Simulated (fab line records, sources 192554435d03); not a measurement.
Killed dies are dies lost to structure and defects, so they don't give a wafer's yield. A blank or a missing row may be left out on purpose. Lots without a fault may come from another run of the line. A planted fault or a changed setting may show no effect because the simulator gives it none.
One fault seen from 2 desks | flow n5_finfet | each desk has only its own numbers; what lay behind them comes last

THE METROLOGY DESK
What the gauges read, lot by lot, whatever tool the lot ran on: means of the sampled wafers that have a number. A lot is out of limits, marked OUT, if its mean lies more than 4 standard deviations from the usual mean; the brackets give that distance. Of its 10 readings 7 are shown: those that lie furthest out on some lot.
Columns: A = DIBL_N at N5_BEOL_M4_RC_MEAS_101, usual 35.9 mV/V; B = IOFF_N at N5_BEOL_M4_RC_MEAS_101, usual 0.155 nA/um; C = IOFF_P at N5_BEOL_M4_RC_MEAS_101, usual 0.201 nA/um; D = ION_N at N5_BEOL_M4_RC_MEAS_101, usual 672 uA/um; E = ION_P at N5_BEOL_M4_RC_MEAS_101, usual 460 uA/um; F = VT_N at N5_BEOL_M4_RC_MEAS_101, usual 250.0 mV; G = VT_P at N5_BEOL_M4_RC_MEAS_101, usual -251.6 mV
lot  | first seen here | A    | B     | C     | D   | E   | F     | G
L427 | day 8 05:06     | 36.1 | 0.162 | 0.226 | 671 | 465 | 249.8 | -247.2
L436 | day 11 03:49    | 36.0 | 0.147 | 0.197 | 667 | 456 | 252.5 | -251.1
L437 | day 11 08:23    | 34.3 | 0.160 | 0.219 | 676 | 468 | 248.3 | -249.3
L440 | day 11 12:13    | 36.7 | 0.182 | 0.246 | 680 | 469 | 246.1 | -247.9
This desk's finding: nothing out of limits on any of the 4 lots.

THE TOOL OWNER'S DESK: litho_track-05
The tool's own readings at N5_BEOL_M3_COAT_67 (time 60 s, resist thk 60 nm): means of the sampled wafers that have a number, for each lot that ran on this tool. A lot is out of limits, marked OUT, if its mean lies more than 4 standard deviations from the usual mean; the brackets give that distance.
Columns: A = spin_speed_rpm at N5_BEOL_M3_COAT_67, usual 1500.0 rpm
lot  | first seen here | A
L427 | day 7 08:07     | 1501.2
L436 | day 10 04:18    | 1844.7 (+99 or more) OUT
L437 | day 10 05:34    | 1845.9 (+99 or more) OUT
This desk's finding: out of limits on L436, L437; first on L436, day 10 04:18 (spin_speed_rpm at N5_BEOL_M3_COAT_67). In limits: L427.

PUT TOGETHER
The tool owner's desk could have raised an alarm at day 10 04:18, on L436, L437.
The metrology desk saw nothing out of limits.
The metrology desk has L436, L437 on record, within its limits.
Of the lots named, all ran N5_BEOL_M3_COAT_67 on litho_track-05.

WHAT THE SIMULATOR HAD PUT IN
Process parameter drift: litho_track-05, from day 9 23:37 on, at N5_BEOL_M3_COAT_67. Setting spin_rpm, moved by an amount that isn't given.
Lots struck among those shown: L436, L437.
Hours from the fault's start to each desk's first reading out of limits: the tool owner's desk, 5.
